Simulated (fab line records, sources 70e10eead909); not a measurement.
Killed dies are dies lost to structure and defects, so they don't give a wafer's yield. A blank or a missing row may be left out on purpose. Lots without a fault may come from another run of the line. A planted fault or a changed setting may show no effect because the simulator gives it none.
Problem report in the 8D (eight disciplines) form, filled by code | flow nand_harc | the parts of the form that need people (team, actions taken, sign-off) are left out

1. THE PROBLEM
oes_product_au at NHARC_P_BONDPAD_ETCH_24 reads a mean of 0.760 a.u. on 1 wafer of 1 lot; wafers without a fault read 0.992 a.u. with a standard deviation of 0.012. That is -19 standard deviations from the usual mean.
The step: etches the open film in CF4/N2, target depth 30 nm, time 72.99 s.
First seen on wafer L752.4, day 11 11:31, on rie_diel-07. The record holds 39 wafers of 13 lots with a number at this step. Rule for "out", or "out of limits": more than 4 standard deviations from the usual mean. The other wafers with a number count as sound.

2. WHAT IT IS AND WHAT IT IS NOT
question                    | is                | is not
which readings at this step | oes_product_au    | drypump_motor_current_A, rf_vpp_V, showerhead_plenum_p_Torr, throttle_valve_pct
which lots                  | L752              | L740, L741, L742, L744, L745, L749, L751, L755, L758, L760, L762, L763
which wafers of those lots  | L752.4            | L752.1, L752.2
read on which tools         | rie_diel-07       | rie_diel-08, rie_diel-12
when                        | from day 11 11:31 | up to then (23 sound wafers); but 15 sound wafers of L755, L758, L760, L762, L763 came after

3. SUSPECTS, AND WHAT RULES EACH OUT
Counting: a tool at a process step up to the reading stays a suspect if it ran every lot that is out. Sound lots after the first of them don't rule it out here, since some wafers of a struck lot are sound.
- rie_diel-07 at NHARC_P_BONDPAD_ETCH_24 (etches the open film in CF4/N2, target depth 30 nm, time 72.99 s): kept. It ran the lot that is out, L752 (day 11 11:31); its last sound lot up to then is L745 (day 8 21:20). Its own readings are out on those wafers: oes_product_au.
- Within rie_diel-07 at NHARC_P_BONDPAD_ETCH_24: the wafers that are out ran in chamber 0; their sound lot-mates ran in chambers 1, 3.
Left after counting: rie_diel-07 at NHARC_P_BONDPAD_ETCH_24.

4. THE CAUSE (what the simulator had put in)
Process parameter drift: rie_diel-07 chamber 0, from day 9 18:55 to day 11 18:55, at NHARC_P_BONDPAD_ETCH_24. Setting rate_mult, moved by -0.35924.
Counting left only this tool.

5. THE CHAIN OF EFFECTS, in route order
Each row: a reading whose mean over the struck wafers that have a number lies more than 3 standard deviations from the usual. Only readings for which the record gives a usual standard deviation are gone through. hours: the time from each lot's start at the first step in this table that gives one to its start at this step, as a median over the lots. sigmas: the change in usual standard deviations.
hours | step                    | reading        | usual      | on struck wafers | change | sigmas
0     | NHARC_P_BONDPAD_ETCH_24 | oes_product_au | 0.992 a.u. | 0.760            | -0.232 | -19
The process steps in it:
- NHARC_P_BONDPAD_ETCH_24: etches the open film in CF4/N2, target depth 30 nm, time 72.99 s.

6. WHAT WOULD HAVE CAUGHT IT SOONER
In this record the first reading out of limits was taken at day 11 11:31, 41 hours after the fault began at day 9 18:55.
